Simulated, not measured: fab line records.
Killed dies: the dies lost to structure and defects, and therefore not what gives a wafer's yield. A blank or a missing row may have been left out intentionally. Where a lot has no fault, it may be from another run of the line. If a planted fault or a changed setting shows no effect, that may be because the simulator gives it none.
Split-lot trial || flow n5-finfet || 21 wafers read across 7 lots, on a route 1938 steps long

== ON THE SPLIT ==
At N5_BEOL_M15_PEB_26 (peb time 90 s), the setting peb-temp-c was moved away from the recipe's 130 C on 6 of the 21 wafers read, by -2.4% to +2.4%. All remaining wafers had this setting at the recipe value.

== FROM THE SPLIT TO THE READING: what the file shows between them, 2 steps ==
- N5_BEOL_M15_DEVELOP_27: develop time 45 s
- N5_BEOL_M15_HARDBAKE_32: time 120 s

== THE READING ==
cd-nm (nm) at N5_BEOL_M15_CD_MEAS_28, where the cd target is 407.6 nm. A value of 407.1 nm with a standard deviation of 2 nm is what fault-free wafers of this fab line usually give.

{"wafer": "L075.3", "tool, chamber at the split": "litho-track-01, 0", "peb-temp-c as run, C": 130, "against the recipe": "recipe", "cd-nm, nm": 409.6, "against lot-mates on the recipe": "-"}
{"wafer": "L075.5", "tool, chamber at the split": "litho-track-01, 0", "peb-temp-c as run, C": 130, "against the recipe": "recipe", "cd-nm, nm": 408.3, "against lot-mates on the recipe": "-"}
{"wafer": "L075.6", "tool, chamber at the split": "litho-track-01, 0", "peb-temp-c as run, C": 130, "against the recipe": "recipe", "cd-nm, nm": 410.3, "against lot-mates on the recipe": "-"}
{"wafer": "L080.1", "tool, chamber at the split": "litho-track-05, 0", "peb-temp-c as run, C": 130, "against the recipe": "recipe", "cd-nm, nm": 398.7, "against lot-mates on the recipe": "-"}
{"wafer": "L080.2", "tool, chamber at the split": "litho-track-05, 0", "peb-temp-c as run, C": 130, "against the recipe": "recipe", "cd-nm, nm": 396.2, "against lot-mates on the recipe": "-"}
{"wafer": "L080.4", "tool, chamber at the split": "litho-track-05, 0", "peb-temp-c as run, C": 130, "against the recipe": "recipe", "cd-nm, nm": 407.9, "against lot-mates on the recipe": "-"}
{"wafer": "L081.1", "tool, chamber at the split": "litho-track-04, 0", "peb-temp-c as run, C": 130, "against the recipe": "recipe", "cd-nm, nm": 405.9, "against lot-mates on the recipe": "-"}
{"wafer": "L081.4", "tool, chamber at the split": "litho-track-04, 0", "peb-temp-c as run, C": 130, "against the recipe": "recipe", "cd-nm, nm": 406.4, "against lot-mates on the recipe": "-"}
{"wafer": "L081.6", "tool, chamber at the split": "litho-track-04, 0", "peb-temp-c as run, C": 132.8, "against the recipe": "+2.2%", "cd-nm, nm": 416.9, "against lot-mates on the recipe": "+10.8"}
{"wafer": "L087.1", "tool, chamber at the split": "litho-track-04, 0", "peb-temp-c as run, C": 131.9, "against the recipe": "+1.5%", "cd-nm, nm": 413.0, "against lot-mates on the recipe": "+17.2"}
{"wafer": "L087.3", "tool, chamber at the split": "litho-track-04, 0", "peb-temp-c as run, C": 130, "against the recipe": "recipe", "cd-nm, nm": 395.8, "against lot-mates on the recipe": "-"}
{"wafer": "L087.4", "tool, chamber at the split": "litho-track-04, 0", "peb-temp-c as run, C": 131.9, "against the recipe": "+1.5%", "cd-nm, nm": 411.6, "against lot-mates on the recipe": "+15.8"}
{"wafer": "L089.2", "tool, chamber at the split": "litho-track-05, 0", "peb-temp-c as run, C": 130, "against the recipe": "recipe", "cd-nm, nm": 411.5, "against lot-mates on the recipe": "-"}
{"wafer": "L089.4", "tool, chamber at the split": "litho-track-05, 0", "peb-temp-c as run, C": 130, "against the recipe": "recipe", "cd-nm, nm": 418.6, "against lot-mates on the recipe": "-"}
{"wafer": "L089.5", "tool, chamber at the split": "litho-track-05, 0", "peb-temp-c as run, C": 126.9, "against the recipe": "-2.4%", "cd-nm, nm": 394.9, "against lot-mates on the recipe": -20.2}
{"wafer": "L090.1", "tool, chamber at the split": "litho-track-01, 0", "peb-temp-c as run, C": 130, "against the recipe": "recipe", "cd-nm, nm": 409.1, "against lot-mates on the recipe": "-"}
{"wafer": "L090.2", "tool, chamber at the split": "litho-track-01, 0", "peb-temp-c as run, C": 130, "against the recipe": "recipe", "cd-nm, nm": 408.5, "against lot-mates on the recipe": "-"}
{"wafer": "L090.5", "tool, chamber at the split": "litho-track-01, 0", "peb-temp-c as run, C": 130, "against the recipe": "recipe", "cd-nm, nm": 401.9, "against lot-mates on the recipe": "-"}
{"wafer": "L094.1", "tool, chamber at the split": "litho-track-04, 0", "peb-temp-c as run, C": 130, "against the recipe": "recipe", "cd-nm, nm": 404.6, "against lot-mates on the recipe": "-"}
{"wafer": "L094.5", "tool, chamber at the split": "litho-track-04, 0", "peb-temp-c as run, C": 133.1, "against the recipe": "+2.4%", "cd-nm, nm": 415.7, "against lot-mates on the recipe": "+11.1"}
{"wafer": "L094.6", "tool, chamber at the split": "litho-track-04, 0", "peb-temp-c as run, C": 133.1, "against the recipe": "+2.4%", "cd-nm, nm": 425.8, "against lot-mates on the recipe": "+21.2"}

FIT RESULTS
A straight line over all 21 wafers: cd-nm changes by +5.26 nm for each +1% of peb-temp-c; r = +0.72; the points scatter about the line by 5.5 nm.
The same after taking each lot's own level away (the mean of its wafers on the recipe; 21 wafers): +7.57 nm for each +1%; r = +0.91; scatter 3.9 nm.
The reading moves by 18 nm for the largest change in peb-temp-c, on that fit.
The span of the lots' own levels, 395.80 to 415.05 nm, comes to 9.6 times the standard deviation stated above.
So the lot-to-lot level blurs the effect unless lot-mates are compared.
Check: -16.9 nm against its lot-mates is what the line predicts for one of the wafers moved furthest among these (-2.4%) when that wafer is left out of the fit. Against them it came out at -20.2 nm.

== THE OTHER SPLITS THESE WAFERS WENT THROUGH ==
Note: prior to the reading, these wafers also went through further splits. Each is held against what the fit with the lots' levels taken away leaves over:
{"other split on the same wafers": "N5_BEOL_M14_EXPOSE_07 dose-mj", "wafers away from the commonest value": 8, "r with cd-nm (lot level and that fit taken away)": "+0.11"}
{"other split on the same wafers": "N5_BEOL_M15_EXPOSE_25 dose-mj", "wafers away from the commonest value": 6, "r with cd-nm (lot level and that fit taken away)": "+0.41"}

== THE WHOLE CHAIN: every reading that the file lists as answering this split, in the file's order ==
{"step": "N5_BEOL_M15_CD_MEAS_28", "what it does": "target cd 407.6 nm", "reading": "cd-nm", "change (the file's fit)": "+7.37 nm for each +1% of the setting", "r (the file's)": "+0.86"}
{"step": "N5_BEOL_M15_DESCUM_33", "what it does": "chemistry O2, time 7.9 s", "reading": "BEOL_M15.cd-nm (the simulator's own value, which no gauge read)", "change (the file's fit)": "+7.28 nm for each +1% of the setting", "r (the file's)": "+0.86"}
{"step": "N5_BEOL_M15_ETCH_61", "what it does": "etches BARC in N2/H2, target depth 89 nm, overetch 26.7 nm, time 67.9 s", "reading": "BEOL_M15.cd-nm (the simulator's own value, which no gauge read)", "change (the file's fit)": "+7.51 nm for each +1% of the setting", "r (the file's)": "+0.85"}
{"step": "N5_BEOL_M15_TRENCH_ETCH_34", "what it does": "etches SiO2 in C4F8/O2/Ar, target depth 872.93 nm, time 199 s", "reading": "BEOL_M15.cd-nm (the simulator's own value, which no gauge read)", "change (the file's fit)": "+7.58 nm for each +1% of the setting", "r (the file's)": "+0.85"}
{"step": "N5_BEOL_M15_ETCH_38", "what it does": "etches SiCN in CF4/N2, target depth 106.4 nm, time 120.5 s", "reading": "BEOL_M15.cd-nm (the simulator's own value, which no gauge read)", "change (the file's fit)": "+5.46 nm for each +1% of the setting, in a fit together with dose-mj@BEOL_M15_EXPOSE_25", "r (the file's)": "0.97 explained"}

== FILE'S OWN FIT ==
cd-nm changes by +7.37 nm for each +1% of peb-temp-c, r = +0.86.
